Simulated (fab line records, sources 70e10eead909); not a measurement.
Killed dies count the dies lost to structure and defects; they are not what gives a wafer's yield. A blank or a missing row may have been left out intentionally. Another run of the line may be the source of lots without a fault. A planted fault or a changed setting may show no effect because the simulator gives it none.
Which of the tools did it? -- flow nandHarc -- 24 lots with 72 wafers sampled at 5 steps, on a route of 1302 steps

WHAT THE GAUGES READ, wafer by wafer
NHARC_A_BONDPAD_CD_MEAS_09: target cd 500 nm.
lot,measured,on,cdNm (nm)
L074,day 23 13:08,cdSem-02,503.1 503.4 499.9
L075,day 23 13:44,cdSem-03,497.7 500.6 501.8
L077,day 24 05:41,cdSem-03,498.1 499.2 495.5
L076,day 24 07:03,cdSem-02,499.6 498.9 499.0
L078,day 24 15:20,cdSem-02,500.1 497.3 500.0
L079,day 25 09:25,cdSem-03,498.2 499.9 498.3
L080,day 26 00:51,cdSem-02,497.2 500.1 498.0
L083,day 26 15:38,cdSem-02,503.0 503.3 501.2
L082,day 26 16:25,cdSem-01,500.9 502.1 498.5
L081,day 26 16:58,cdSem-01,497.3 496.0 502.3
L084,day 26 20:58,cdSem-02,501.1 496.9 500.2
L086,day 27 15:32,cdSem-03,503.0 501.7 496.5
L085,day 27 19:24,cdSem-03,497.9 497.2 491.8
L087,day 28 05:05,cdSem-01,502.1 501.8 500.6
L089,day 28 19:51,cdSem-02,502.3 495.4 503.2
L088,day 29 04:31,cdSem-01,496.2 498.0 493.0
L091,day 29 22:26,cdSem-02,500.2 495.2 503.4
L090,day 29 23:17,cdSem-03,499.2 499.7 499.9
L092,day 30 10:02,cdSem-01,501.2 501.7 498.8
L093,day 31 00:10,cdSem-01,494.4 499.2 498.3
L094,day 31 02:46,cdSem-02,499.5 497.7 495.8
L095,day 31 22:25,cdSem-03,497.6 495.5 497.8
L096,day 32 06:44,cdSem-02,502.8 501.6 496.7
L097,day 33 04:34,cdSem-02,503.1 505.4 504.2

NHARC_A_BONDPAD_CD_MEAS_13.
lot,measured,on,cdNm (nm)
L074,day 23 13:40,cdSem-03,500.4 504.5 500.7
L075,day 23 14:16,cdSem-03,495.9 497.2 500.7
L077,day 24 06:13,cdSem-02,496.7 499.4 493.0
L076,day 24 07:35,cdSem-01,500.2 496.6 497.2
L078,day 24 15:52,cdSem-02,498.8 497.7 497.3
L079,day 25 09:58,cdSem-02,496.5 495.9 497.6
L080,day 26 01:22,cdSem-01,495.7 498.5 497.9
L083,day 26 16:10,cdSem-02,502.2 500.9 500.0
L082,day 26 16:56,cdSem-03,498.3 501.0 498.2
L081,day 26 17:29,cdSem-02,494.3 494.6 501.4
L084,day 26 21:30,cdSem-01,499.6 495.5 499.3
L086,day 27 16:03,cdSem-02,502.4 498.6 496.5
L085,day 27 19:55,cdSem-02,497.4 494.9 490.8
L087,day 28 05:37,cdSem-02,501.0 502.1 499.3
L089,day 28 20:22,cdSem-02,502.7 493.4 502.3
L088,day 29 05:02,cdSem-01,496.0 498.2 494.0
L091,day 29 22:58,cdSem-01,499.2 493.4 502.6
L090,day 29 23:50,cdSem-03,498.0 497.4 499.1
L092,day 30 10:34,cdSem-02,500.0 501.4 498.5
L093,day 31 00:42,cdSem-02,493.5 499.6 497.3
L094,day 31 03:20,cdSem-02,497.5 495.5 497.1
L095,day 31 22:56,cdSem-03,496.5 494.9 499.7
L096,day 32 07:15,cdSem-02,500.5 501.6 497.0
L097,day 33 05:06,cdSem-02,502.7 504.6 505.0

NHARC_A_BONDPAD_INSPECT_23.
lot,measured,on,rawDefectCount
L074,day 23 15:55,defectInspect-01,1415 788 981
L075,day 23 16:31,defectInspect-02,423 556 586
L077,day 24 08:29,defectInspect-02,1007 780 708
L076,day 24 09:50,defectInspect-01,422 471 401
L078,day 24 18:10,defectInspect-02,477 725 590
L079,day 25 12:14,defectInspect-02,432 389 639
L080,day 26 03:51,defectInspect-01,737 666 513
L083,day 26 18:28,defectInspect-01,459 580 593
L082,day 26 19:12,defectInspect-01,570 512 496
L081,day 26 19:44,defectInspect-01,386 426 410
L084,day 26 23:44,defectInspect-02,730 602 622
L086,day 27 18:18,defectInspect-01,548 544 350
L085,day 27 22:10,defectInspect-01,400 312 440
L087,day 28 07:51,defectInspect-02,526 478 391
L089,day 28 22:46,defectInspect-01,568 672 651
L088,day 29 07:17,defectInspect-02,390 468 440
L091,day 30 01:13,defectInspect-02,534 494 514
L090,day 30 02:12,defectInspect-02,656 687 561
L092,day 30 12:47,defectInspect-01,486 598 566
L093,day 31 03:16,defectInspect-01,447 409 469
L094,day 31 05:43,defectInspect-02,567 525 737
L095,day 32 01:11,defectInspect-02,479 584 398
L096,day 32 09:30,defectInspect-01,546 475 550
L097,day 33 07:34,defectInspect-02,560 515 729

WHICH TOOL RAN EACH LOT (tool, then ch and the chambers of the sampled wafers, then the start)
lot,NHARC_A_M1_PRE_CLEAN_32,NHARC_A_BONDPAD_DESCUM_11
L074,"pecvd-04 ch 0,1,2, day 23 11:25","rieDiel-07 ch 1,3, day 23 13:22"
L075,"pecvd-03 ch 1,2, day 23 11:53","rieDiel-05 ch 1,3, day 23 13:57"
L077,"pecvd-04 ch 0,1,2, day 24 03:50","rieDiel-05 ch 1,2,3, day 24 05:53"
L076,"pecvd-01 ch 0,1,2, day 24 05:11","rieDiel-07 ch 0,2,3, day 24 07:16"
L078,"pecvd-03 ch 0,1,2, day 24 13:29","rieDiel-05 ch 0,1,2, day 24 15:33"
L079,"pecvd-01 ch 0,1,2, day 25 07:33","rieDiel-07 ch 0,1,3, day 25 09:40"
L080,"pecvd-03 ch 0,1, day 25 23:01","rieDiel-07 ch 1,2,3, day 26 01:04"
L083,"pecvd-01 ch 0,1, day 26 13:47","rieDiel-04 ch 0,1,3, day 26 15:51"
L082,"pecvd-04 ch 1,2, day 26 14:40","rieDiel-07 ch 0,3, day 26 16:37"
L081,"pecvd-03 ch 1,2, day 26 15:06","rieDiel-07 ch 0,1,3, day 26 17:11"
L084,"pecvd-04 ch 0,2, day 26 19:16","rieDiel-05 ch 0,1, day 26 21:11"
L086,"pecvd-01 ch 0,1,2, day 27 13:38","rieDiel-05 ch 0,3, day 27 15:44"
L085,"pecvd-01 ch 0,1,2, day 27 17:40","rieDiel-07 ch 0,1, day 27 19:37"
L087,"pecvd-03 ch 0,1,2, day 28 03:21","rieDiel-05 ch 2,3, day 28 05:17"
L089,"pecvd-04 ch 0,1,2, day 28 18:07","rieDiel-07 ch 2,3, day 28 20:04"
L088,"pecvd-04 ch 0,1,2, day 29 02:49","rieDiel-07 ch 0,3, day 29 04:43"
L091,"pecvd-03 ch 1,2, day 29 20:28","rieDiel-05 ch 0,2,3, day 29 22:40"
L090,"pecvd-03 ch 0,1,2, day 29 21:26","rieDiel-05 ch 0,1,2, day 29 23:30"
L092,"pecvd-03 ch 0,2, day 30 08:19","rieDiel-07 ch 0,2,3, day 30 10:16"
L093,"pecvd-03 ch 0,1,2, day 30 22:27","rieDiel-05 ch 0,2, day 31 00:24"
L094,"pecvd-03 ch 1,2, day 31 01:03","rieDiel-07 ch 2,3, day 31 02:59"
L095,"pecvd-04 ch 0,2, day 31 20:34","rieDiel-07 ch 0,2, day 31 22:38"
L096,"pecvd-04 ch 0,1,2, day 32 04:52","rieDiel-07 ch 1,2,3, day 32 06:57"
L097,"pecvd-03 ch 0,1,2, day 33 02:43","rieDiel-07 ch 1,3, day 33 04:47"
- NHARC_A_M1_PRE_CLEAN_32: time 12 s.
- NHARC_A_BONDPAD_DESCUM_11: chemistry O2, time 3 s.

WHAT THE TOOLS THEMSELVES READ (means of the sampled wafers that have a number; where no wafer has one, the mark that the record gives instead)
NHARC_A_M1_PRE_CLEAN_32.
lot,tool,heaterPowerW (W)
L074,pecvd-04,583
L075,pecvd-03,703
L077,pecvd-04,604
L076,pecvd-01,733
L078,pecvd-03,523
L079,pecvd-01,684
L080,pecvd-03,613
L083,pecvd-01,670
L082,pecvd-04,623
L081,pecvd-03,650
L084,pecvd-04,634
L086,pecvd-01,727
L085,pecvd-01,702
L087,pecvd-03,564
L089,pecvd-04,589
L088,pecvd-04,600
L091,pecvd-03,703
L090,pecvd-03,587
L092,pecvd-03,455
L093,pecvd-03,523
L094,pecvd-03,638
L095,pecvd-04,620
L096,pecvd-04,606
L097,pecvd-03,612

NHARC_A_BONDPAD_DESCUM_11.
lot,tool,drypumpMotorCurrentA (A),oesProductAu (a.u.),rfVppV (V),showerheadPlenumPTorr (Torr),throttleValvePct (%)
L074,rieDiel-07,5.4,1.006,57.8,2.03,11.320
L075,rieDiel-05,5.7,1.001,57.5,1.93,11.303
L077,rieDiel-05,5.6,1.012,57.4,1.90,11.315
L076,rieDiel-07,5.3,0.998,58.4,2.03,11.310
L078,rieDiel-05,5.8,1.001,57.7,1.97,11.313
L079,rieDiel-07,5.3,1.000,58.5,2.00,11.304
L080,rieDiel-07,5.3,0.991,58.1,2.02,11.311
L083,rieDiel-04,5.8,0.991,57.3,1.89,11.306
L082,rieDiel-07,5.4,1.005,58.1,2.04,11.309
L081,rieDiel-07,5.3,0.998,57.8,2.00,11.316
L084,rieDiel-05,6.1,0.994,58.1,2.06,11.318
L086,rieDiel-05,5.6,0.989,58.4,1.93,11.311
L085,rieDiel-07,5.2,0.994,57.8,1.98,11.312
L087,rieDiel-05,5.3,1.009,58.3,1.83,11.306
L089,rieDiel-07,5.4,1.007,59.1,2.05,11.316
L088,rieDiel-07,5.3,1.021,58.5,2.01,11.303
L091,rieDiel-05,5.5,1.000,58.5,1.90,11.311
L090,rieDiel-05,5.8,1.000,58.3,1.97,11.312
L092,rieDiel-07,5.4,1.009,58.4,2.03,11.314
L093,rieDiel-05,5.4,0.988,57.8,1.87,11.307
L094,rieDiel-07,5.4,1.007,58.5,2.05,11.305
L095,rieDiel-07,5.3,1.007,58.1,2.01,11.302
L096,rieDiel-07,5.3,1.014,58.7,2.02,11.306
L097,rieDiel-07,5.3,1.007,58.0,2.03,11.307

THE ANSWER, worked out from the rows above alone
Rule: the lots themselves supply what counts as usual. The widest of any qualifying gaps counts: lots, ordered by their means at a reading, are off when they make up no more than a third of the lots, leave a main group of 4 or more, and stand apart from it by 3 or more times the standard deviation of that group's means. The tables above print the reading to a certain number of digits; a main group whose means all agree to those digits is not used. Also off: a lot with no number at a reading for which 4 or more lots have one. All remaining lots with rows at the step are treated as sound. After the gauges, taken in route order, come the tools' own readings; for these a lot's mean is taken, as printed above. At the first step where some lot is off, the reading lying furthest off is the one used; lots without a number count as furthest.
No lot is off at any reading shown: from this, nothing can be told.

WHAT THE SIMULATOR HAD INSERTED
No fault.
